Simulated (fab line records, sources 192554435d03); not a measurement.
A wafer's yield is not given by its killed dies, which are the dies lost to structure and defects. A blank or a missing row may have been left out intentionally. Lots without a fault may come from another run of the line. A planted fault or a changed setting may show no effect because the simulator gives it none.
Chamber matching / flow n5-finfet / N5_MOL_CONTACT_COAG_DESCUM_45 on rie-diel-06: 4 sister chambers
The step chemistry O2, time 7 s. 4 wafers are shown with their chamber, then 8 later ones without.

== EACH WAFER AND ITS CHAMBER ==
wafer=L080.5; chamber=0; showerhead-plenum-p-Torr (Torr)=2.11
wafer=L085.3; chamber=1; showerhead-plenum-p-Torr (Torr)=2.22
wafer=L085.5; chamber=3; showerhead-plenum-p-Torr (Torr)=1.97
wafer=L086.1; chamber=2; showerhead-plenum-p-Torr (Torr)=2.00

== WAFERS MISSING THEIR CHAMBER ==
wafer=L086.5; showerhead-plenum-p-Torr (Torr)=1.97
wafer=L086.6; showerhead-plenum-p-Torr (Torr)=2.00
wafer=L089.1; showerhead-plenum-p-Torr (Torr)=2.21
wafer=L089.4; showerhead-plenum-p-Torr (Torr)=2.10
wafer=L089.6; showerhead-plenum-p-Torr (Torr)=2.21
wafer=L093.1; showerhead-plenum-p-Torr (Torr)=2.21
wafer=L093.5; showerhead-plenum-p-Torr (Torr)=2.00
wafer=L093.6; showerhead-plenum-p-Torr (Torr)=1.97

== THE CHAMBER EACH PASSED THROUGH ==
wafer=L086.5; from the rows above=3; in truth=3
wafer=L086.6; from the rows above=2; in truth=2
wafer=L089.1; from the rows above=1; in truth=1
wafer=L089.4; from the rows above=0; in truth=0
wafer=L089.6; from the rows above=1; in truth=1
wafer=L093.1; from the rows above=1; in truth=1
wafer=L093.5; from the rows above=2; in truth=2
wafer=L093.6; from the rows above=3; in truth=3
Correctly placed: 8 of 8. Left unplaced by these rows: 0. Number placed wrongly: 0.
How it was worked out, from the rows above alone: a wafer's distance from a chamber is the root of the sum, over the readings, of the square of ((its reading less the chamber's mean) divided by the reading's scatter). If the next closest chamber is less than 2 further off than the closest, the wafer can't be placed; otherwise it belongs to the closest. Each chamber's mean is taken over the wafers shown for it. The scatter: root of mean squared gap, hidden wafer to nearest shown wafer, with one shown wafer a chamber.
